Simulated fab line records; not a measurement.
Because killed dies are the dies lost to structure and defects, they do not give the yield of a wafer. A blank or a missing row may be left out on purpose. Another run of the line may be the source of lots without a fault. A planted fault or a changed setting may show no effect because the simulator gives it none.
A lot that was struck, set against a sound lot ; flow n5-finfet ; 37 steps out of a route of 1938
Sound: these wafers, L233.2, L233.3, L233.4. Struck: wafer L236.5 (left out: L236.1, L236.3 of the same lot, which were not struck); the cause appears at the end.
Each step with rows lists, per side, the tool, then ch with its chambers, then its first start. Under that, the readings that differ: sound wafers ; struck wafers ; difference of the means ; sigmas: that difference in standard deviations of wafers without a fault.
alike: a reading whose means differ by less than 2 such deviations, as well as words and numbers matching on both sides. not compared: withheld readings; readings where some wafer has no value; bounds like >300 that might hide an equal value; numbers whose values overlap and for which the record gives no deviation.
A row with sigmas, a row that says differs or no value, or rows on one side alone: a step with any of these is where the two part. When numbers do not overlap yet have no deviation, they are printed without sigmas and do not part them. Lack of a reading on every wafer of one side parts them only where that side has two or more wafers.

first, 8 steps without rows for these wafers: N5_BEOL_M2_ECD_50 (material Cu, target thk 300 nm); N5_BEOL_M2_ANNEAL_51 (time 90 s); N5_BEOL_M2_CMP_52 (polishes, stops on SiOC, t overpolish 6.8 s, target thk 40 nm); N5_BEOL_M2_PRE_CLEAN_60 (time 15 s); N5_BEOL_M2_CO_CAP_55 (material Co, precursor CCTBA/H2, target thk 2 nm, time 102.1 s); N5_BEOL_M2_PRE_CLEAN_56 (time 15 s); N5_BEOL_M2_DEP_57 (deposits SiCN from 3MS/NH3, target thk 8 nm, time 14 s); N5_BEOL_M3_ILD_DEP_00 (deposits SiOC from DEMS/O2, target thk 79 nm, time 15.3 s).
N5_BEOL_M3_PECVD_72: deposits SiO2 from TEOS/O2, target thk 16 nm, time 18 s.
  sound on pecvd-03 ch 0,1,2, day 10 08:14; struck on pecvd-03 ch 2, day 10 21:20
reading;sound;struck;difference;sigmas
susceptor-temp-C (C);399.91 400.18 400.12;413.97;+13.90;+63
model.SiO2_of_BEOL_M3_PECVD_72.thk-nm (nm);16 16.2 16.6;14.6;-1.7;
  alike: heater-power-w, showerhead-plenum-p-Torr, throttle-valve-pct
then, 25 steps without rows for these wafers: N5_BEOL_M3_HM_DEP_02 (deposits TiN, target thk 20 nm); N5_BEOL_M3_COAT_61 (time 60 s, resist thk 60 nm); N5_BEOL_M3_COAT_62 (time 60 s, resist thk 12 nm); N5_BEOL_M3_COAT_73 (time 60 s, resist thk 5 nm); N5_BEOL_M3_COAT_05 (resist thk 30 nm); N5_BEOL_M3_EBR_07; N5_BEOL_M3_SOFTBAKE_06 (time 60 s); N5_BEOL_M3_EXPOSE_08 (exposes mask M3); N5_BEOL_M3_PEB_09 (peb time 60 s); N5_BEOL_M3_DEVELOP_10 (develop time 30 s); N5_BEOL_M3_DESCUM_16 (chemistry O2, time 7 s); N5_BEOL_M3_ETCH_74 (etches underlayer in N2/H2, target depth 6.5 nm, time 5.2 s); N5_BEOL_M3_ETCH_63 (etches SiARC in CF4, target depth 15.6 nm, time 26 s); N5_BEOL_M3_ETCH_64 (etches SOC in N2/H2, target depth 75 nm, overetch 15 nm, time 112.5 s); N5_BEOL_M3_STRIP_65 (strips in N2/H2); N5_BEOL_M3_STRIP_75 (strips in N2/H2); N5_BEOL_M3_STRIP_66 (strips in CF4); N5_BEOL_M3_HM_OPEN_17 (chemistry Cl2/BCl3, target TiN, target depth 20 nm, overetch 6 nm); N5_BEOL_M3_STRIP_19 (strips in O2); N5_BEOL_M3_COAT_67 (time 60 s, resist thk 60 nm); N5_BEOL_M3_COAT_68 (time 60 s, resist thk 12 nm); N5_BEOL_M3_COAT_76 (time 60 s, resist thk 5 nm); N5_BEOL_M3_COAT_22 (resist thk 30 nm); N5_BEOL_M3_EBR_24; N5_BEOL_M3_SOFTBAKE_23 (time 60 s).
N5_BEOL_M3_HM_STRIP_39: strips TiN in peroxide tin strip, target depth 25 nm, time 158 s.
  sound on wet-bench-01 ch 2,3,7, day 10 15:39; struck on wet-bench-02 ch 4, day 11 07:57
reading;sound;struck;difference;sigmas
model.SiO2_of_BEOL_M3_PECVD_72.thk-nm (nm);15.8 16 16.6;14.4;-1.7;
  alike: bath-heat-duty-pct
N5_BEOL_M3_CMP_52: polishes, stops on SiOC, t overpolish 6.8 s, target thk 40 nm.
  sound on cmp-04 ch 0,2,3, day 10 19:02; struck on cmp-01 ch 0, day 11 11:26
reading;sound;struck;difference;sigmas
barrier-field-endpoint-s (s);24.1 24.2 24.3;22.5;-1.7;-2
  alike: motor-current-A
N5_BEOL_M4_RC_MEAS_101:
  sound on prober-01 ch 0, day 11 07:26; struck on prober-01 ch 0, day 12 00:22
reading;sound;struck;difference;sigmas
VT_P (mV);-249 -248 -251;-259;-10;-3
  alike: DIBL_N, DIBL_P, IOFF_N, IOFF_P, ION_N, ION_P, SS_N, SS_P, VT_N

## WHERE THEY PART
Last at N5_BEOL_M4_RC_MEAS_101 as far as this record goes, first at N5_BEOL_M3_PECVD_72.

WHY: the cause the simulator had injected
pecvd-03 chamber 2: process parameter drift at N5_BEOL_M3_PECVD_72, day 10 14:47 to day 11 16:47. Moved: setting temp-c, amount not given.
